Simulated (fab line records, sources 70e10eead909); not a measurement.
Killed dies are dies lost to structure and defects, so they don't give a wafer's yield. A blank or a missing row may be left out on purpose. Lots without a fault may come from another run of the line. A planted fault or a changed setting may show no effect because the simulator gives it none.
A struck lot beside a sound one | flow nand_harc | 42 steps out of a route of 1302
Sound: wafers L967.2, L967.3, L967.5. Struck: wafers L971.2, L971.5. (L971.1 of the same lot was not struck and is left out.) The cause comes at the end.
At each step with rows: each side's tool, then ch and its chambers, then its first start. Under that, the readings that differ: sound wafers | struck wafers | difference of the means | sigmas: that difference in standard deviations of wafers without a fault.
alike: readings whose means differ by less than 2 such deviations, and words and numbers that are the same on both sides. not compared: withheld readings, readings that some wafer has no value for, bounds like >300 that may hide the same value, and numbers for which the record gives no deviation and whose values overlap.
The two part at a step that has a row with sigmas, a row that says differs or no value, or rows on one side only. Numbers that don't overlap but have no deviation are shown without sigmas and don't part them. A reading that every wafer of one side lacks parts them only if that side has two wafers or more.

first, 7 steps without rows for these wafers: NHARC_A_M1_STRIP_19 (strips in post etch residue remover, time 600 s); NHARC_A_M1_DEGAS_29 (time 60 s); NHARC_A_M1_PRE_CLEAN_30 (time 30 s); NHARC_A_M1_PVD_20 (deposits TaN, target thk 5 nm, time 8.06 s); NHARC_A_M1_PVD_21 (deposits Cu, target thk 30 nm, time 20.49 s); NHARC_A_M1_ECD_22 (material Cu, target thk 400 nm); NHARC_A_M1_ANNEAL_31 (time 90 s).
NHARC_A_M1_CMP_23: polishes, t overpolish 20 s, target thk 154.34 nm.
  sound on cmp-04 ch 0,1,3, day 25 01:31; struck on cmp-01 ch 2, day 26 08:49
  alike: edge_zone_pressure_frac, motor_current_A, time_to_endpoint_s
NHARC_A_M1_THK_MEAS_24: measures by xrf.
  sound on film_metro-02, day 25 01:50; struck on film_metro-02, day 26 09:07
  alike: thk_nm
then, 1 step without rows for these wafers: NHARC_A_M1_SRD_25.
NHARC_A_M1_INSPECT_27:
  sound on defect_inspect-01, day 25 01:59; struck on defect_inspect-01, day 26 09:17
  reading          | sound       | struck  | difference | sigmas
  raw_defect_count | 893 676 629 | 435 445 | -293       | -3
NHARC_A_M1_PRE_CLEAN_32: time 12 s.
  sound on pecvd-04 ch 0,1,2, day 25 02:04; struck on pecvd-04 ch 0, day 26 09:21
  alike: heater_power_w, susceptor_temp_C
then, 1 step without rows for these wafers: NHARC_A_M1_DEP_33 (deposits SiCN, target thk 30 nm).
NHARC_A_BONDPAD_DEP_00: deposits SiCN, target thk 250 nm.
  sound on pecvd-02 ch 0,1,2, day 25 02:41; struck on pecvd-01 ch 0, day 26 10:00
  alike: heater_power_w, susceptor_temp_C
then, 1 step without rows for these wafers: NHARC_A_BONDPAD_CMP_29 (polishes SiCN, target thk 200 nm).
NHARC_A_BONDPAD_THK_MEAS_30: measures by ellipsometry.
  sound on film_metro-02, day 25 03:21; struck on film_metro-02, day 26 10:40
  alike: thk_nm
then, 10 steps without rows for these wafers: NHARC_A_BONDPAD_SRD_31; NHARC_A_BONDPAD_DEHYDRATE_01 (time 120 s); NHARC_A_BONDPAD_HMDS_02 (time 30 s); NHARC_A_BONDPAD_COAT_33 (time 65 s); NHARC_A_BONDPAD_COAT_03 (resist thk 600 nm); NHARC_A_BONDPAD_SOFTBAKE_04 (time 70 s); NHARC_A_BONDPAD_EBR_05; NHARC_A_BONDPAD_EXPOSE_06 (exposes mask A BPAD); NHARC_A_BONDPAD_PEB_07 (peb time 80 s); NHARC_A_BONDPAD_DEVELOP_08 (time 50 s).
NHARC_A_BONDPAD_CD_MEAS_09: target cd 500 nm.
  sound on cd_sem-02 ch 0, day 25 03:47; struck on cd_sem-02 ch 0, day 26 11:13
  alike: cd_nm
NHARC_A_BONDPAD_OVL_MEAS_35:
  sound on overlay-01, day 25 03:53; struck on overlay-02, day 26 11:19
  alike: overlay_x_nm, overlay_y_nm
then, 4 steps without rows for these wafers: NHARC_A_BONDPAD_HARDBAKE_10 (time 65 s); NHARC_A_BONDPAD_DESCUM_11 (chemistry O2, time 3 s); NHARC_A_BONDPAD_ETCH_34 (etches the open film in N2/H2, target depth 60 nm, overetch 18 nm, time 65.91 s); NHARC_A_BONDPAD_ETCH_12 (etches the open film in CHF3/O2, target depth 220 nm, time 110 s).
NHARC_A_BONDPAD_CD_MEAS_13:
  sound on cd_sem-02, day 25 04:19; struck on cd_sem-01, day 26 11:45
  alike: cd_nm
then, 1 step without rows for these wafers: NHARC_A_BONDPAD_STRIP_15 (strips in O2).
NHARC_A_BONDPAD_ETCH_24: etches the open film in CF4/N2, target depth 30 nm, time 72.99 s.
  sound on rie_diel-13 ch 0,1,3; struck on rie_diel-07 ch 1
  alike: drypump_motor_current_A, mfc_ar_sccm, oes_product_au, rf_vpp_V, showerhead_plenum_p_Torr, throttle_valve_pct
  not compared: rf_hours_counter_h
then, 1 step without rows for these wafers: NHARC_A_BONDPAD_STRIP_16 (strips in post etch residue remover, time 600 s).
NHARC_A_BONDPAD_DEGAS_25: time 60 s.
  sound on pvd_sputter-02, day 25 04:58; struck on pvd_sputter-01, day 26 12:23
  reading              | sound                | struck | difference                    | sigmas
  susceptor_temp_C (C) | 300.02 299.87 300.03 | - -    | no value on the struck wafers |
  alike: heater_power_w
then, 1 step without rows for these wafers: NHARC_A_BONDPAD_PRE_CLEAN_26 (time 30 s).
NHARC_A_BONDPAD_PVD_17: deposits TaN, target thk 5 nm, time 8.06 s.
  sound on pvd_sputter-02; struck on pvd_sputter-01
  alike: chamber_pressure_pa, throttle_valve_pct
then, 2 steps without rows for these wafers: NHARC_A_BONDPAD_PVD_27 (deposits Cu, target thk 30 nm, time 20.49 s); NHARC_A_BONDPAD_ECD_18 (material Cu, target thk 400 nm).
NHARC_END_SORT_01:
  sound on prober-02 ch 0, day 26 11:16; struck on prober-02 ch 0, day 28 00:02
  reading                  | sound    | struck  | difference | sigmas
  defect_limited_yield (%) | 92 95 96 | 81 83   | -12        | -4
  killed_at_array          | 53 31 27 | 129 112 | +84        | +4
  killed_dies              | 55 32 28 | 132 115 | +85        | +4
  alike: killed_at_other, killed_at_periphery, killed_open, killed_short

WHERE THEY PART
First at NHARC_A_M1_INSPECT_27; last, within this record, at NHARC_END_SORT_01.

WHY: what the simulator had put in
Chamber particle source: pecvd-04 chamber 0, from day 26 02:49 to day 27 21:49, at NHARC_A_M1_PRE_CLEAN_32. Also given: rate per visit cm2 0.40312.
